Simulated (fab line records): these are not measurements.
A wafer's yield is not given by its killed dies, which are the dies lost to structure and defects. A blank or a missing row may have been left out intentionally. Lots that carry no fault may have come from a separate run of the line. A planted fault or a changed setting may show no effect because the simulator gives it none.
Comparing a struck lot with a sound one -- flow n5_finfet -- 14 steps out of a route of 1938
Sound: these wafers, L677.1, L677.5, L677.6. Wafers L686.4, L686.5, L686.6 were the ones struck. At the end, the cause is stated.
Per side, at each step with rows, come the tool, then ch with its chambers, and then its first start. Under that, the readings that differ: sound wafers -- struck wafers -- difference of the means -- sigmas: that difference in standard deviations of wafers without a fault.
alike: a reading whose means differ by less than 2 such deviations, as well as words and numbers matching on both sides. not compared: withheld readings; readings where some wafer has no value; bounds like >300 that might hide an equal value; numbers whose values overlap and for which the record gives no deviation.
Wherever a step has rows on one side only, a row that says differs or no value, or a row with sigmas, the two part there. Numbers that don't overlap but have no deviation are shown without sigmas and don't part them. A reading missing from all wafers of one side parts the sides only when that side holds two or more wafers.

first, 1 step without rows for these wafers: N5_BEOL_M8_STRIP_68 (strips in N2/H2).
N5_BEOL_M8_STRIP_67: strips in CF4.
  sound on rie_diel-01 ch 0,1, day 11 20:33; struck on rie_diel-04 ch 0,3, day 14 19:18
  alike: drypump_motor_current_A, oes_product_au, power_w, rf_vpp_V, showerhead_plenum_p_Torr, throttle_valve_pct
  not compared: rf_hours_counter_h
N5_BEOL_M8_HM_OPEN_17: chemistry Cl2/BCl3, target TiN, target depth 20 nm, overetch 6 nm.
  sound on rie_metal-02 ch 0,1, day 11 20:35; struck on rie_metal-02 ch 0,1, day 14 19:22
  alike: drypump_motor_current_A, oes_product_au, throttle_valve_pct
  not compared: rf_hours_counter_h
N5_BEOL_M8_STRIP_19: strips in O2.
  sound on rie_diel-01 ch 0,1,3, day 11 20:42; struck on rie_diel-01 ch 0,1,3, day 14 19:27
  alike: drypump_motor_current_A, oes_product_au, rf_vpp_V, showerhead_plenum_p_Torr, throttle_valve_pct
  not compared: rf_hours_counter_h
N5_BEOL_M8_CD_MEAS_18: pitch 80 nm, target cd 40 nm.
  sound: cd_sem-02 at day 11 20:46; struck: cd_sem-02 at day 14 19:32
  alike: cd_nm
then, 7 steps without rows for these wafers: N5_BEOL_M8_COAT_63 (time 60 s, resist thk 60 nm); N5_BEOL_M8_COAT_64 (time 60 s, resist thk 12 nm); N5_BEOL_M8_COAT_71 (time 60 s, resist thk 5 nm); N5_BEOL_M8_COAT_22 (resist thk 30 nm); N5_BEOL_M8_EBR_24; N5_BEOL_M8_SOFTBAKE_23 (time 60 s); N5_BEOL_M8_EXPOSE_25 (exposes mask V7, target cd 40 nm).
N5_BEOL_M8_PEB_26: peb time 60 s.
  sound on litho_track-01 ch 0, day 11 21:16; struck on litho_track-05, day 14 20:42
  no value came back on the struck wafers for chill_plate_temp_C (C), exhaust_pa (Pa); on the sound wafers chill_plate_temp_C (C) reads 23.08 22.87 22.96
then, 1 step without rows for these wafers: N5_BEOL_M8_DEVELOP_27 (develop time 30 s).

WHERE THEY PART
Only at N5_BEOL_M8_PEB_26, as far as this record shows.

WHY: whatever the simulator had introduced
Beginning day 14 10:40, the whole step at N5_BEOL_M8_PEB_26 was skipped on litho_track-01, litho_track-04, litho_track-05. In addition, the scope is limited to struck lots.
